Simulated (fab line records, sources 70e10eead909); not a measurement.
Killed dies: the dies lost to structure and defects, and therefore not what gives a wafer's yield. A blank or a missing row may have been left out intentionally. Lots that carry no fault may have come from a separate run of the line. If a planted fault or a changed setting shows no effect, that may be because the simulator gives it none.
Commonality check across tools	flow nand harc	Sampled: 14 lots, 40 wafers

== WHY THIS WAS OPENED ==
On 2 of the 14 lots, a flag is raised at NHARC_THIN_TSV_CD_MEAS_12 on the reading cd nm. Wafers without a fault read 1000.8 nm, standard deviation 1.8.
Rule: a lot gets a flag if all its wafers with a number sit over 4 standard deviations from that mean, or if no wafer of it has a number. The other lots count as sound.

lot	measured	on	cd nm (nm), wafer by wafer	flag
L519	day 24 14:22	cd sem-01	999.0 1000.7 1001.8	
L522	day 24 17:24	cd sem-03	1003.0 1003.3 1002.2	
L521	day 24 18:37	cd sem-03	1000.4 1000.4 1001.6	
L524	day 25 06:38	cd sem-03	1000.5 999.4 999.6	
L526	day 27 03:43	cd sem-02	999.1 1001.0 999.7	
L527	day 27 09:35	cd sem-02	1001.2 999.0 999.0	
L528	day 27 15:46	cd sem-03	1002.5 1003.9 1004.7	
L529	day 28 15:40	cd sem-01	1011.7 1010.7	FLAGGED
L531	day 28 16:59	cd sem-03	1003.2 1002.0 1001.7	
L532	day 29 14:17	cd sem-02	1000.8 1002.6 1001.2	
L533	day 30 14:14	cd sem-03	1009.3 1010.5	FLAGGED
L535	day 30 15:25	cd sem-02	999.1 998.5 997.8	
L539	day 31 11:32	cd sem-03	1001.6 998.4 997.6	
L541	day 33 16:40	cd sem-02	1002.1 1001.2 1001.3	
The mean of the flagged lots' numbers is 1010.5 nm, +9.8 nm from the usual (+5 standard deviations).

== TOOL THAT RAN EACH LOT ==
3 process steps preceding the reading are held in the record, out of 1302 steps in the route. Cell contents, in order: the tool; ch with the chambers the sampled wafers went through; the start.
lot	flag	NHARC_A_BONDPAD_CMP_19	NHARC_THIN_TSV_DEP_43	NHARC_THIN_TSV_EXPOSE_09
L519		cmp-01 ch 1,2,3, day 24 02:49	pecvd-03 ch 0,1,2, day 24 13:47	krf scanner-02 ch 0, day 24 14:13
L522		cmp-01 ch 0,2,3, day 24 04:23	pecvd-01 ch 1,2, day 24 16:34	krf scanner-01 ch 0, day 24 17:14
L521		cmp-04 ch 1,2,3, day 24 04:40	pecvd-04 ch 0,1,2, day 24 17:47	krf scanner-04 ch 0, day 24 18:28
L524		cmp-04 ch 0,2,3, day 24 15:43	pecvd-03 ch 0,1, day 25 06:02	krf scanner-04 ch 0, day 25 06:29
L526		cmp-01 ch 2,3, day 26 15:02	pecvd-01 ch 0,1,2, day 27 03:01	krf scanner-01 ch 0, day 27 03:34
L527		cmp-04 ch 0,3, day 26 20:11	pecvd-01 ch 1,2, day 27 08:47	krf scanner-04 ch 0, day 27 09:26
L528		cmp-03 ch 1,2,3, day 27 02:54	pecvd-01 ch 1,2, day 27 15:06	krf scanner-04 ch 0, day 27 15:37
L529	FLAGGED	cmp-04 ch 0,3, day 28 03:29	pecvd-03 ch 1, day 28 15:00	krf scanner-04 ch 0, day 28 15:31
L531		cmp-01 ch 0,3, day 28 01:17	pecvd-03 ch 0,1,2, day 28 16:16	krf scanner-02 ch 0, day 28 16:50
L532		cmp-03 ch 0,1,2, day 28 23:38	pecvd-03 ch 0,2, day 29 13:30	krf scanner-01 ch 0, day 29 14:08
L533	FLAGGED	cmp-04 ch 0,2, day 30 01:09	pecvd-03 ch 0,2, day 30 13:26	krf scanner-04 ch 0, day 30 14:04
L535		cmp-04 ch 0,1,3, day 30 02:29	pecvd-01 ch 0,1,2, day 30 14:36	krf scanner-01 ch 0, day 30 15:16
L539		cmp-01 ch 0,1,2, day 30 23:50	pecvd-01 ch 0,1,2, day 31 10:55	krf scanner-01 ch 0, day 31 11:23
L541		cmp-01 ch 1,2, day 33 02:19	pecvd-03 ch 0,1, day 33 15:52	krf scanner-01 ch 0, day 33 16:31
What these steps do:
- NHARC_A_BONDPAD_CMP_19: polishes, t overpolish 30 s, cu recess touch 16 s, target thk 169.82 nm.
- NHARC_THIN_TSV_DEP_43: deposits SiO2, target thk 1328.5 nm.
- NHARC_THIN_TSV_EXPOSE_09: exposes mask TSV.
- NHARC_THIN_TSV_CD_MEAS_12: target cd 1000 nm.

== FLAGGED AGAINST TOTAL, ONE TOOL AT A TIME (gauges that did the reading follow at the end) ==
step	tool	lots run	flagged	share of the flagged lots	sound lots run after its first flagged lot
NHARC_A_BONDPAD_CMP_19	cmp-01	6	0	none	-
NHARC_A_BONDPAD_CMP_19	cmp-03	2	0	none	-
NHARC_A_BONDPAD_CMP_19	cmp-04	6	2	all	1 (L535)
NHARC_THIN_TSV_DEP_43	pecvd-01	6	0	none	-
NHARC_THIN_TSV_DEP_43	pecvd-03	7	2	all	3 (L531,L532,L541)
NHARC_THIN_TSV_DEP_43	pecvd-04	1	0	none	-
NHARC_THIN_TSV_EXPOSE_09	krf scanner-01	6	0	none	-
NHARC_THIN_TSV_EXPOSE_09	krf scanner-02	2	0	none	-
NHARC_THIN_TSV_EXPOSE_09	krf scanner-04	6	2	all	0
NHARC_THIN_TSV_CD_MEAS_12	cd sem-01	2	1	some	0
NHARC_THIN_TSV_CD_MEAS_12	cd sem-02	5	0	none	-
NHARC_THIN_TSV_CD_MEAS_12	cd sem-03	7	1	some	1 (L539)

== WHAT THE TABLE ALLOWS ==
All flagged lots were run by 3 table rows, namely cmp-04 at NHARC_A_BONDPAD_CMP_19, pecvd-03 at NHARC_THIN_TSV_DEP_43, krf scanner-04 at NHARC_THIN_TSV_EXPOSE_09.
- cmp-04 at NHARC_A_BONDPAD_CMP_19 ran 6 lots, 2 of them flagged. Sound lots followed the first flagged one (L535) on it, something a lasting fault affecting the whole tool could not allow.
- pecvd-03 at NHARC_THIN_TSV_DEP_43 ran 7 lots, 2 of them flagged. Sound lots followed the first flagged one (L531, L532, L541) on it, something a lasting fault affecting the whole tool could not allow.
- krf scanner-04 at NHARC_THIN_TSV_EXPOSE_09 ran 6 lots, 2 of them flagged. It ran its last sound lot, L528, at day 27 15:37 and its first flagged lot, L529, at day 28 15:31: a fault with its onset between the two fits. Its own readings lie more than 4 standard deviations out on every wafer of the flagged lots: exposure dose mJ cm2.
What remains is a single tool, krf scanner-04 at NHARC_THIN_TSV_EXPOSE_09.

== WHAT WAS PUT IN BY THE SIMULATOR ==
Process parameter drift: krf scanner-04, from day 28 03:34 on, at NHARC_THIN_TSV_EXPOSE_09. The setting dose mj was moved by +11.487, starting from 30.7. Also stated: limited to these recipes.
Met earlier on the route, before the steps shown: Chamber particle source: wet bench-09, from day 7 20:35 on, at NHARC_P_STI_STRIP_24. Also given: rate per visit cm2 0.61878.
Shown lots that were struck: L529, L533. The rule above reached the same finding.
